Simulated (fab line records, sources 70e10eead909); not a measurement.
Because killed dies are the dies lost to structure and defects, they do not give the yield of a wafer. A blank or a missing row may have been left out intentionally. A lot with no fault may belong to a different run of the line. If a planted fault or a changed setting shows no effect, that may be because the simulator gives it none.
fab line records :: flow nand_harc :: part 2 of 2: steps 37 to 47 of 47
record:
  lots: 5
  wafers: 15
  last_day: 24
route steps=1159 shown P_ZERO_WELL@20
lots untouched by any fault: they come from a run of this same line in which no faults occurred
start_h: hours from the record's first day to the start of the lot's first wafer shown :: wait_h: hours elapsed since this lot's preceding step :: " unchanged from the row above :: L1.1+2: a row that stands for several wafers :: - either no value or no given start :: * or withheld: withheld :: < > ~ a bound
route shown NAME@n: names a module that has steps shown in the file, with the first one's number in the route :: usual: mean and standard deviation over wafers with no fault :: same: alike in all rows :: chamber/n: place in a boat :: sites: each site's reading :: _std_site: their standard deviation :: _edge_site: the outer-site mean with the inner-site mean subtracted :: radius_mm: for every site, how far away it sits from the centre of the wafer :: mask NAME#n: copy n :: behind: the tool/chamber that last shaped the wafer :: hold: why the lot went on hold/how many hours it stayed there/how the hold came to an end :: device: names the non-switching transistor (n, p or np) :: end of line: at the end of the route, the tests of the same wafers :: where a step has no rows: the recipe by itself :: killed: dies lost to structure and defects at the first sort, not the wafer's yield :: map: dies across one wafer; x = killed, . = not, _ = none there
set.NAME: the setting the step ran with; set.NAME@STEP: the setting that earlier step ran with :: model.NAME: the simulator's own value behind a step, which no gauge read
lots seen at some steps along the route; tables by step, rows by wafer
services: from which hour (start_h, from the record's first day; less than 0 if before it) a tool's chamber was out of use, for how many hours, and why
== steps ==
step: NHARC_P_ZERO_WELL_EXPOSE_49
recipe:
  na: 0.6
  target_cd_nm: 2000
  dose_mj: 22.64
  mask_id: P_HVPW
usual:
  exposure_dose_mJ_cm2: 22.640/0.024
lot.wafer: L075.2
tool: krf_scanner-04
chamber: 0
start_h: 23.64
wait_h: -
mask: P_HVPW#0
exposure_dose_mJ_cm2: 22.668

lot.wafer: L075.4
tool: krf_scanner-04
chamber: 0
start_h: 23.64
wait_h: -
mask: P_HVPW#0
exposure_dose_mJ_cm2: 22.638

lot.wafer: L075.5
tool: krf_scanner-04
chamber: 0
start_h: 23.64
wait_h: -
mask: P_HVPW#0
exposure_dose_mJ_cm2: 22.660

lot.wafer: L079.1
tool: krf_scanner-02
chamber: 0
start_h: 47.76
wait_h: -
mask: P_HVPW#0
exposure_dose_mJ_cm2: 22.629

lot.wafer: L079.2
tool: krf_scanner-02
chamber: 0
start_h: 47.76
wait_h: -
mask: P_HVPW#0
exposure_dose_mJ_cm2: 22.658

lot.wafer: L079.6
tool: krf_scanner-02
chamber: 0
start_h: 47.76
wait_h: -
mask: P_HVPW#0
exposure_dose_mJ_cm2: 22.674

lot.wafer: L086.2
tool: krf_scanner-02
chamber: 0
start_h: 89.29
wait_h: -
mask: P_HVPW#0
exposure_dose_mJ_cm2: 22.669

lot.wafer: L086.5
tool: krf_scanner-02
chamber: 0
start_h: 89.29
wait_h: -
mask: P_HVPW#0
exposure_dose_mJ_cm2: 22.653

lot.wafer: L086.6
tool: krf_scanner-02
chamber: 0
start_h: 89.29
wait_h: -
mask: P_HVPW#0
exposure_dose_mJ_cm2: 22.610

lot.wafer: L093.2
tool: krf_scanner-04
chamber: 0
start_h: 131.41
wait_h: -
mask: P_HVPW#0
exposure_dose_mJ_cm2: 22.598

lot.wafer: L093.4
tool: krf_scanner-04
chamber: 0
start_h: 131.41
wait_h: -
mask: P_HVPW#0
exposure_dose_mJ_cm2: 22.619

lot.wafer: L093.5
tool: krf_scanner-04
chamber: 0
start_h: 131.41
wait_h: -
mask: P_HVPW#0
exposure_dose_mJ_cm2: 22.601

lot.wafer: L095.2
tool: krf_scanner-01
chamber: 0
start_h: 143.74
wait_h: -
mask: P_HVPW#0
exposure_dose_mJ_cm2: 22.632

lot.wafer: L095.3
tool: krf_scanner-01
chamber: 0
start_h: 143.74
wait_h: -
mask: P_HVPW#0
exposure_dose_mJ_cm2: 22.626

lot.wafer: L095.6
tool: krf_scanner-01
chamber: 0
start_h: 143.74
wait_h: -
mask: P_HVPW#0
exposure_dose_mJ_cm2: 22.613
step: NHARC_P_ZERO_WELL_PEB_50
recipe:
  peb_temp_c: 118
  peb_time_s: 85
lot.wafer: L075.2+4+5
tool: litho_track-02
chamber: 0
start_h: 23.70
wait_h: 0.1

lot.wafer: L079.1+2+6
tool: litho_track-03
chamber: 0
start_h: 47.83
wait_h: 0.1

lot.wafer: L086.2+5+6
tool: litho_track-02
chamber: 0
start_h: 89.35
wait_h: 0.1

lot.wafer: L093.2+4+5
tool: litho_track-02
chamber: 0
start_h: 131.47
wait_h: 0.1

lot.wafer: L095.2+3+6
tool: litho_track-03
chamber: 0
start_h: 143.80
wait_h: 0.1
step: NHARC_P_ZERO_WELL_DEVELOP_51
recipe:
  time_s: 70
lot.wafer: L075.2+4+5
tool: litho_track-02
chamber: 0
start_h: -
wait_h: -

lot.wafer: L079.1+2+6
tool: litho_track-03
chamber: 0
start_h: -
wait_h: -

lot.wafer: L086.2+5+6
tool: litho_track-02
chamber: 0
start_h: -
wait_h: -

lot.wafer: L093.2+4+5
tool: litho_track-02
chamber: 0
start_h: -
wait_h: -

lot.wafer: L095.2+3+6
tool: litho_track-03
chamber: 0
start_h: -
wait_h: -
step: NHARC_P_ZERO_WELL_CD_MEAS_52
recipe:
  target_cd_nm: 2000
  landing_energy_ev: 500
usual:
  cd_nm: 1999.7/1.9
lot.wafer: L075.2
tool: cd_sem-02
chamber: 0
start_h: 23.79
wait_h: -
cd_nm: 1999.9

lot.wafer: L075.4
tool: cd_sem-02
chamber: 0
start_h: 23.79
wait_h: -
cd_nm: 1999.2

lot.wafer: L075.5
tool: cd_sem-02
chamber: 0
start_h: 23.79
wait_h: -
cd_nm: 2002.6

lot.wafer: L079.1
tool: cd_sem-02
chamber: 0
start_h: 47.92
wait_h: -
cd_nm: 1999.2

lot.wafer: L079.2
tool: cd_sem-02
chamber: 0
start_h: 47.92
wait_h: -
cd_nm: 2000.5

lot.wafer: L079.6
tool: cd_sem-02
chamber: 0
start_h: 47.92
wait_h: -
cd_nm: 1998.8

lot.wafer: L086.2
tool: cd_sem-02
chamber: 0
start_h: 89.45
wait_h: -
cd_nm: 1996.2

lot.wafer: L086.5
tool: cd_sem-02
chamber: 0
start_h: 89.45
wait_h: -
cd_nm: 1996.9

lot.wafer: L086.6
tool: cd_sem-02
chamber: 0
start_h: 89.45
wait_h: -
cd_nm: 1998.0

lot.wafer: L093.2
tool: cd_sem-02
chamber: 0
start_h: 131.56
wait_h: -
cd_nm: 2003.1

lot.wafer: L093.4
tool: cd_sem-02
chamber: 0
start_h: 131.56
wait_h: -
cd_nm: 2000.5

lot.wafer: L093.5
tool: cd_sem-02
chamber: 0
start_h: 131.56
wait_h: -
cd_nm: 1997.7

lot.wafer: L095.2
tool: cd_sem-02
chamber: 0
start_h: 143.89
wait_h: -
cd_nm: 2002.1

lot.wafer: L095.3
tool: cd_sem-02
chamber: 0
start_h: 143.89
wait_h: -
cd_nm: 2002.3

lot.wafer: L095.6
tool: cd_sem-02
chamber: 0
start_h: 143.89
wait_h: -
cd_nm: 2001.3
step: NHARC_P_ZERO_WELL_HARDBAKE_53
recipe:
  temp_c: 125
  time_s: 80
lot.wafer: L075.2+4+5
tool: litho_track-02
chamber: 0
start_h: 23.87
wait_h: -

lot.wafer: L079.1+2+6
tool: litho_track-02
chamber: 0
start_h: 48.01
wait_h: -

lot.wafer: L086.2+5+6
tool: litho_track-03
chamber: 0
start_h: 89.53
wait_h: -

lot.wafer: L093.2+4+5
tool: litho_track-03
chamber: 0
start_h: 131.64
wait_h: -

lot.wafer: L095.2+3+6
tool: litho_track-07
chamber: 0
start_h: 143.98
wait_h: -
step: NHARC_P_ZERO_WELL_DESCUM_54
recipe:
  time_s: 3
  o2_flow_sccm: 200
  ar_flow_sccm: 0
  bias_power_w: 0
  chemistry: O2
usual:
  drypump_motor_current_A: 5.7/0.44
  oes_product_au: 1.002/0.011
  rf_vpp_V: 57.9/0.84
  showerhead_plenum_p_Torr: 1.93/0.076
  throttle_valve_pct: 11.311/0.0095
lot.wafer: L075.4
tool: rie_diel-01
chamber: 3
start_h: 23.95
wait_h: -
drypump_motor_current_A: 6.2
oes_product_au: 1.011
rf_hours_counter_h: 1.6
rf_vpp_V: 58.6
showerhead_plenum_p_Torr: 2.03
throttle_valve_pct: 11.302

lot.wafer: L075.2
tool: rie_diel-01
chamber: 1
start_h: 23.95
wait_h: -
drypump_motor_current_A: 4.8
oes_product_au: 0.992
rf_hours_counter_h: 3.5
rf_vpp_V: 57.6
showerhead_plenum_p_Torr: 2.02
throttle_valve_pct: 11.332

lot.wafer: L075.5
tool: rie_diel-01
chamber: 3
start_h: 23.95
wait_h: -
drypump_motor_current_A: 6.3
oes_product_au: 1.002
rf_hours_counter_h: -
rf_vpp_V: 58.2
showerhead_plenum_p_Torr: 2.03
throttle_valve_pct: 11.302

lot.wafer: L079.1
tool: rie_diel-13
chamber: 1
start_h: 48.09
wait_h: -
drypump_motor_current_A: 5.7
oes_product_au: 1.007
rf_hours_counter_h: 8.5
rf_vpp_V: 58.6
showerhead_plenum_p_Torr: 2.01
throttle_valve_pct: 11.313

lot.wafer: L079.2
tool: rie_diel-13
chamber: 3
start_h: 48.09
wait_h: -
drypump_motor_current_A: 4.6
oes_product_au: 1.010
rf_hours_counter_h: 8.5
rf_vpp_V: 57.2
showerhead_plenum_p_Torr: 1.96
throttle_valve_pct: 11.313

lot.wafer: L079.6
tool: rie_diel-13
chamber: 1
start_h: 48.09
wait_h: -
drypump_motor_current_A: 5.7
oes_product_au: 0.999
rf_hours_counter_h: -
rf_vpp_V: 57.9
showerhead_plenum_p_Torr: 2.01
throttle_valve_pct: 11.320

lot.wafer: L086.2
tool: rie_diel-10
chamber: 0
start_h: 89.60
wait_h: -
drypump_motor_current_A: 5.9
oes_product_au: 0.991
rf_hours_counter_h: 5.7
rf_vpp_V: 57.5
showerhead_plenum_p_Torr: 1.90
throttle_valve_pct: 11.303

lot.wafer: L086.6
tool: rie_diel-10
chamber: 0
start_h: 89.60
wait_h: -
drypump_motor_current_A: 5.9
oes_product_au: 1.005
rf_hours_counter_h: -
rf_vpp_V: 58.6
showerhead_plenum_p_Torr: 1.90
throttle_valve_pct: 11.315

lot.wafer: L086.5
tool: rie_diel-10
chamber: 1
start_h: 89.60
wait_h: -
drypump_motor_current_A: 5.3
oes_product_au: 1.004
rf_hours_counter_h: -
rf_vpp_V: 58.2
showerhead_plenum_p_Torr: 1.97
throttle_valve_pct: 11.297

lot.wafer: L093.2
tool: rie_diel-13
chamber: 2
start_h: 131.72
wait_h: -
drypump_motor_current_A: 5.8
oes_product_au: 1.006
rf_hours_counter_h: 1.6
rf_vpp_V: 57.4
showerhead_plenum_p_Torr: 1.90
throttle_valve_pct: 11.309

lot.wafer: L093.4
tool: rie_diel-13
chamber: 3
start_h: 131.72
wait_h: -
drypump_motor_current_A: 4.6
oes_product_au: 0.978
rf_hours_counter_h: 1.1
rf_vpp_V: 57.8
showerhead_plenum_p_Torr: 1.96
throttle_valve_pct: 11.322

lot.wafer: L093.5
tool: rie_diel-13
chamber: 2
start_h: 131.72
wait_h: -
drypump_motor_current_A: 5.8
oes_product_au: 1.009
rf_hours_counter_h: -
rf_vpp_V: 56.8
showerhead_plenum_p_Torr: 1.90
throttle_valve_pct: 11.310

lot.wafer: L095.3
tool: rie_diel-10
chamber: 2
start_h: 144.06
wait_h: -
drypump_motor_current_A: 5.9
oes_product_au: 0.996
rf_hours_counter_h: 9.7
rf_vpp_V: 58.1
showerhead_plenum_p_Torr: 1.99
throttle_valve_pct: 11.305

lot.wafer: L095.2
tool: rie_diel-10
chamber: 0
start_h: 144.06
wait_h: -
drypump_motor_current_A: 5.9
oes_product_au: 0.980
rf_hours_counter_h: 10.6
rf_vpp_V: 58.7
showerhead_plenum_p_Torr: 1.90
throttle_valve_pct: 11.319

lot.wafer: L095.6
tool: rie_diel-10
chamber: 3
start_h: 144.06
wait_h: -
drypump_motor_current_A: 5.9
oes_product_au: 0.995
rf_hours_counter_h: -
rf_vpp_V: 58.0
showerhead_plenum_p_Torr: 1.80
throttle_valve_pct: 11.307
step: NHARC_P_ZERO_WELL_IMPLANT_55
recipe:
  energy_kev: 180
  dose_cm2: 8e+11
  tilt_deg: 7
usual:
  dose_ions_cm2: 8.001e+11/7.8e+08
lot.wafer: L075.2
tool: implanter-01
chamber: 0
start_h: 24.13
wait_h: 0.1
dose_ions_cm2: 8.011e+11

lot.wafer: L075.4
tool: implanter-01
chamber: 0
start_h: 24.13
wait_h: 0.1
dose_ions_cm2: 7.995e+11

lot.wafer: L075.5
tool: implanter-01
chamber: 0
start_h: 24.13
wait_h: 0.1
dose_ions_cm2: 8.008e+11

lot.wafer: L079.1
tool: implanter-01
chamber: 0
start_h: 48.24
wait_h: 0.1
dose_ions_cm2: 7.999e+11

lot.wafer: L079.2
tool: implanter-01
chamber: 0
start_h: 48.24
wait_h: 0.1
dose_ions_cm2: 8.011e+11

lot.wafer: L079.6
tool: implanter-01
chamber: 0
start_h: 48.24
wait_h: 0.1
dose_ions_cm2: 7.985e+11

lot.wafer: L086.2
tool: implanter-01
chamber: 0
start_h: 89.78
wait_h: 0.2
dose_ions_cm2: 8.008e+11

lot.wafer: L086.5
tool: implanter-01
chamber: 0
start_h: 89.78
wait_h: 0.2
dose_ions_cm2: 7.996e+11

lot.wafer: L086.6
tool: implanter-01
chamber: 0
start_h: 89.78
wait_h: 0.2
dose_ions_cm2: 8.003e+11

lot.wafer: L093.2
tool: implanter-01
chamber: 0
start_h: 131.89
wait_h: 0.2
dose_ions_cm2: 8.009e+11

lot.wafer: L093.4
tool: implanter-01
chamber: 0
start_h: 131.89
wait_h: 0.2
dose_ions_cm2: 7.998e+11

lot.wafer: L093.5
tool: implanter-01
chamber: 0
start_h: 131.89
wait_h: 0.2
dose_ions_cm2: 8.01e+11

lot.wafer: L095.2
tool: implanter-01
chamber: 0
start_h: 144.24
wait_h: 0.1
dose_ions_cm2: 8.011e+11

lot.wafer: L095.3
tool: implanter-01
chamber: 0
start_h: 144.24
wait_h: 0.1
dose_ions_cm2: 8.008e+11

lot.wafer: L095.6
tool: implanter-01
chamber: 0
start_h: 144.24
wait_h: 0.1
dose_ions_cm2: 8.005e+11
step: NHARC_P_ZERO_WELL_IMPLANT_61
recipe:
  energy_kev: 30
  dose_cm2: 5e+11
  tilt_deg: 7
usual:
  dose_ions_cm2: 4.999e+11/4.8e+08
lot.wafer: L075.2
tool: implanter-01
chamber: 0
start_h: 24.31
wait_h: 0.2
dose_ions_cm2: 4.997e+11

lot.wafer: L075.4
tool: implanter-01
chamber: 0
start_h: 24.31
wait_h: 0.2
dose_ions_cm2: 4.995e+11

lot.wafer: L075.5
tool: implanter-01
chamber: 0
start_h: 24.31
wait_h: 0.2
dose_ions_cm2: 5.003e+11

lot.wafer: L079.1
tool: implanter-01
chamber: 0
start_h: 48.42
wait_h: 0.1
dose_ions_cm2: 4.994e+11

lot.wafer: L079.2
tool: implanter-01
chamber: 0
start_h: 48.42
wait_h: 0.1
dose_ions_cm2: 5.004e+11

lot.wafer: L079.6
tool: implanter-01
chamber: 0
start_h: 48.42
wait_h: 0.1
dose_ions_cm2: 5.005e+11

lot.wafer: L086.2
tool: implanter-01
chamber: 0
start_h: 89.96
wait_h: 0.1
dose_ions_cm2: 5.007e+11

lot.wafer: L086.5
tool: implanter-01
chamber: 0
start_h: 89.96
wait_h: 0.1
dose_ions_cm2: 5.004e+11

lot.wafer: L086.6
tool: implanter-01
chamber: 0
start_h: 89.96
wait_h: 0.1
dose_ions_cm2: 4.999e+11

lot.wafer: L093.2
tool: implanter-01
chamber: 0
start_h: 132.07
wait_h: 0.1
dose_ions_cm2: 5.001e+11

lot.wafer: L093.4
tool: implanter-01
chamber: 0
start_h: 132.07
wait_h: 0.1
dose_ions_cm2: 5.003e+11

lot.wafer: L093.5
tool: implanter-01
chamber: 0
start_h: 132.07
wait_h: 0.1
dose_ions_cm2: 4.997e+11

lot.wafer: L095.2
tool: implanter-01
chamber: 0
start_h: 144.42
wait_h: 0.2
dose_ions_cm2: 4.998e+11

lot.wafer: L095.3
tool: implanter-01
chamber: 0
start_h: 144.42
wait_h: 0.2
dose_ions_cm2: 4.989e+11

lot.wafer: L095.6
tool: implanter-01
chamber: 0
start_h: 144.42
wait_h: 0.2
dose_ions_cm2: 4.997e+11
step: NHARC_P_ZERO_WELL_STRIP_56
recipe:
  time_s: 840
  temp_c: 130
  chemistry: SPM
lot.wafer: L075.2+5+4
tool: wet_bench-04
chamber: 4,5,7
start_h: 24.50
wait_h: 0.2

lot.wafer: L079.1+6+2
tool: wet_bench-02
chamber: 3,4,6
start_h: 48.64
wait_h: 0.2

lot.wafer: L086.2+6+5
tool: wet_bench-02
chamber: 7,1,2
start_h: 90.14
wait_h: 0.1

lot.wafer: L093.5+4+2
tool: wet_bench-02
chamber: 4,5,7
start_h: 132.26
wait_h: 0.1

lot.wafer: L095.6+3+2
tool: wet_bench-04
chamber: 1,2,5
start_h: 144.61
wait_h: 0.0
step: NHARC_P_ZERO_WELL_PRECLEAN_68
recipe:
  time_s: 60
  temp_c: 50
  bath_age_min: 0
  chemistry: SC1
usual:
  sc1_h2o2_end_mol_l: 0.3697/0.00069
same:
  bath_age_min: 0
lot.wafer: L075.2
tool: wet_bench-04
chamber: 4
start_h: -
wait_h: -
sc1_h2o2_end_mol_l: 0.3701

lot.wafer: L075.5
tool: wet_bench-04
chamber: 5
start_h: -
wait_h: -
sc1_h2o2_end_mol_l: 0.3692

lot.wafer: L075.4
tool: wet_bench-04
chamber: 7
start_h: -
wait_h: -
sc1_h2o2_end_mol_l: 0.3697

lot.wafer: L079.1
tool: wet_bench-02
chamber: 3
start_h: -
wait_h: -
sc1_h2o2_end_mol_l: 0.3692

lot.wafer: L079.6
tool: wet_bench-02
chamber: 4
start_h: -
wait_h: -
sc1_h2o2_end_mol_l: 0.3698

lot.wafer: L079.2
tool: wet_bench-02
chamber: 6
start_h: -
wait_h: -
sc1_h2o2_end_mol_l: 0.3693

lot.wafer: L086.2
tool: wet_bench-02
chamber: 7
start_h: -
wait_h: -
sc1_h2o2_end_mol_l: 0.3701

lot.wafer: L086.6
tool: wet_bench-02
chamber: 1
start_h: -
wait_h: -
sc1_h2o2_end_mol_l: 0.3695

lot.wafer: L086.5
tool: wet_bench-02
chamber: 2
start_h: -
wait_h: -
sc1_h2o2_end_mol_l: 0.3703

lot.wafer: L093.5
tool: wet_bench-02
chamber: 4
start_h: -
wait_h: -
sc1_h2o2_end_mol_l: 0.3697

lot.wafer: L093.4
tool: wet_bench-02
chamber: 5
start_h: -
wait_h: -
sc1_h2o2_end_mol_l: 0.3696

lot.wafer: L093.2
tool: wet_bench-02
chamber: 7
start_h: -
wait_h: -
sc1_h2o2_end_mol_l: 0.3707

lot.wafer: L095.6
tool: wet_bench-04
chamber: 1
start_h: -
wait_h: -
sc1_h2o2_end_mol_l: 0.3700

lot.wafer: L095.3
tool: wet_bench-04
chamber: 2
start_h: -
wait_h: -
sc1_h2o2_end_mol_l: 0.3697

lot.wafer: L095.2
tool: wet_bench-04
chamber: 5
start_h: -
wait_h: -
sc1_h2o2_end_mol_l: 0.3701
step: NHARC_P_ZERO_WELL_SRD_69
lot.wafer: L075.2+5+4
tool: wet_bench-04
chamber: 4,5,7
start_h: -
wait_h: -

lot.wafer: L079.1+6+2
tool: wet_bench-02
chamber: 3,4,6
start_h: -
wait_h: -

lot.wafer: L086.2+6+5
tool: wet_bench-02
chamber: 7,1,2
start_h: -
wait_h: -

lot.wafer: L093.5+4+2
tool: wet_bench-02
chamber: 4,5,7
start_h: -
wait_h: -

lot.wafer: L095.6+3+2
tool: wet_bench-04
chamber: 1,2,5
start_h: -
wait_h: -
== services ==
tool: rie_diel-10
chamber: -
start_h: -0.50
hours: 9.0
kind: pm

tool: wet_bench-02
chamber: -
start_h: 4.00
hours: 8.0
kind: pm

tool: wet_bench-02
chamber: 0
start_h: 12.00
hours: -
kind: consumable_replace:bath

tool: litho_track-07
chamber: -
start_h: 14.00
hours: 7.0
kind: pm

tool: rie_diel-10
chamber: 3
start_h: 27.28
hours: 6.4
kind: repair

tool: krf_scanner-04
chamber: -
start_h: 28.44
hours: 0.5
kind: repair

tool: rie_diel-10
chamber: 1
start_h: 32.53
hours: 7.7
kind: repair

tool: wet_bench-01
chamber: -
start_h: 37.60
hours: 8.0
kind: pm

tool: krf_scanner-02
chamber: -
start_h: 38.00
hours: 4.0
kind: pm

tool: litho_track-03
chamber: -
start_h: 38.00
hours: 7.0
kind: pm

tool: rie_diel-13
chamber: 3
start_h: 61.38
hours: 9.4
kind: repair

tool: krf_scanner-01
chamber: -
start_h: 65.76
hours: 1.0
kind: repair

tool: krf_scanner-01
chamber: -
start_h: 84.00
hours: 4.0
kind: pm

tool: implanter-02
chamber: -
start_h: 85.00
hours: 13.0
kind: pm

tool: krf_scanner-01
chamber: -
start_h: 89.06
hours: 3.9
kind: repair

tool: rie_diel-13
chamber: 2
start_h: 94.41
hours: 8.3
kind: repair

tool: rie_diel-13
chamber: 3
start_h: 97.22
hours: 4.7
kind: repair

tool: rie_diel-13
chamber: -
start_h: 99.23
hours: 9.0
kind: pm

tool: rie_diel-01
chamber: 3
start_h: 110.92
hours: 4.1
kind: repair

tool: wet_bench-01
chamber: -
start_h: 120.23
hours: 95.2
kind: repair

tool: krf_scanner-04
chamber: -
start_h: 126.00
hours: 4.0
kind: pm

tool: rie_diel-01
chamber: 1
start_h: 127.68
hours: 7.2
kind: repair

tool: krf_scanner-02
chamber: -
start_h: 129.06
hours: 2.9
kind: repair

tool: rie_diel-01
chamber: -
start_h: 137.80
hours: 9.0
kind: pm
